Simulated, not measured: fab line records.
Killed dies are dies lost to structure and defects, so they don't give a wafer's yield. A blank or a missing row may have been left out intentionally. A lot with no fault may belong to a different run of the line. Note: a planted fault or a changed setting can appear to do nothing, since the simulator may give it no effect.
A struck lot beside a sound one    flow nand-harc    14 steps out of a route of 1302
Sound: these wafers, L488.3, L488.4, L488.5. The struck wafers were L493.1, L493.5, L493.6. The cause comes at the end.
For every step that has rows: the tool of each side, followed by ch and its chambers, followed by its first start. Under that, the readings that differ: sound wafers    struck wafers    difference of the means    sigmas: that difference in standard deviations of wafers without a fault.
alike: a reading whose means differ by less than 2 such deviations, as well as words and numbers matching on both sides. not compared: withheld readings; readings where some wafer has no value; bounds like >300 that might hide an equal value; numbers whose values overlap and for which the record gives no deviation.
A row with sigmas, a row that says differs or no value, or rows on one side alone: a step with any of these is where the two part. When numbers do not overlap yet have no deviation, they are printed without sigmas and do not part them. A reading that every wafer of one side lacks parts them only if that side has two wafers or more.

NHARC_A_CHANNEL_FILL_D2_ETCHBACK_20: etches the open film in C4F8/O2/Ar, target depth 27 nm, time 13.5 s.
  sound on rie-diel-11 ch 1,3, day 15 22:45; struck on rie-diel-09 ch 1,2, day 18 14:32
  alike: chamber-pressure-mTorr, oes-product-au, rf-vpp-V
  not compared: rf-hours-counter-h
NHARC_A_CHANNEL_FILL_D2_STRIP_28: strips in O2, time 20 s.
  sound on rie-diel-11 ch 1,3, day 15 22:52; struck on rie-diel-09 ch 0,2,3, day 18 14:38
  alike: chamber-pressure-mTorr, drypump-motor-current-A, oes-product-au, rf-vpp-V, showerhead-plenum-p-Torr, throttle-valve-pct
  not compared: rf-hours-counter-h
then, 4 steps without rows for these wafers: NHARC_A_CHANNEL_FILL_D2_PRECLEAN_21 (cleans in dHF, time 30 s); NHARC_A_CHANNEL_FILL_D2_SRD_23; NHARC_A_CHANNEL_FILL_D2_CVD_05 (deposits poly-Si, target thk 5 nm); NHARC_A_CHANNEL_FILL_D2_ANNEAL_22 (time 7200 s).
NHARC_A_CHANNEL_FILL_D2_ALD_25: deposits SiOx, target thk 60 nm, pulse time 10 s, ald cycles 600.
  sound on ald-hk-02 ch 0,2, day 16 10:10; struck on ald-hk-03 ch 1,2, day 19 02:41
  alike: heater-power-w, precursor-pulse-height-rel, susceptor-temp-C
  not compared: since-wet-clean-h
NHARC_A_CHANNEL_FILL_D2_ETCHBACK_08: etches the open film in C4F8, target depth 220 nm, time 110 s.
  sound: rie-diel-09 ch 2,3; struck: rie-diel-10 ch 0,2,3
  alike: chamber-pressure-mTorr, oes-product-au, rf-vpp-V
  not compared: rf-hours-counter-h
NHARC_A_CHANNEL_FILL_D2_STRIP_29: strips in O2, time 20 s.
  sound on rie-diel-09 ch 1,2; struck on rie-diel-10 ch 0,2,3, day 19 08:24
  alike: chamber-pressure-mTorr, drypump-motor-current-A, oes-product-au, rf-vpp-V, showerhead-plenum-p-Torr, throttle-valve-pct
  not compared: rf-hours-counter-h
then, 2 steps without rows for these wafers: NHARC_A_CHANNEL_FILL_D2_PRECLEAN_30 (cleans in dHF, time 30 s); NHARC_A_CHANNEL_FILL_D2_SRD_31.
NHARC_A_CHANNEL_FILL_D2_CVD_09: deposits poly-Si, target thk 150 nm, time 3000 s.
  sound on lpcvd-poly-04 ch 0, day 16 18:14; struck on lpcvd-poly-04 ch 0, day 19 10:48
reading                   sound                 struck                difference  sigmas
spike-tc-bottom-C (C)     642 645 644           600 601 600           -43         -10
spike-tc-centre-C (C)     623.4 622.8 622.3     578.6 580.4 581.1     -42.8       -27
spike-tc-lower-C (C)      621.4 622.6 622.3     577.0 578.0 579.6     -43.9       -29
spike-tc-top-C (C)        639 639 640           597 597 599           -42         -13
spike-tc-upper-C (C)      617.7 618.3 618.9     575.8 575.6 574.9     -42.9       -39
tube-center-temp-C (C)    619.97 619.96 619.98  576.82 576.82 576.73  -43.18      -99 or more
zone-power-lower-pct (%)  8.90 8.93 8.81        7.86 7.93 8.01        -0.95       -3
NHARC_A_CHANNEL_FILL_D2_CMP_10: polishes, target thk 150 nm.
  sound on cmp-04 ch 0,3, day 16 21:26; struck on cmp-02 ch 1,2,3, day 19 14:04
reading                 sound           struck       difference  sigmas
time-to-endpoint-s (s)  14.1 14.1 15.3  4.4 2.3 8.2  -9.5        -4
  alike: motor-current-A
NHARC_END_SORT_01:
  the record has rows for the sound wafers here (prober-01 ch 0, day 25 11:52) and none for the struck ones

## WHERE THEY PART
Last at NHARC_END_SORT_01 as far as this record goes, first at NHARC_A_CHANNEL_FILL_D2_CVD_09.

WHY: what had been put in by the simulator
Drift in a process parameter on lpcvd-poly-04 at NHARC_A_CHANNEL_FILL_D2_CVD_09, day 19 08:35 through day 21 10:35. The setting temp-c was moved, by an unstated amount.
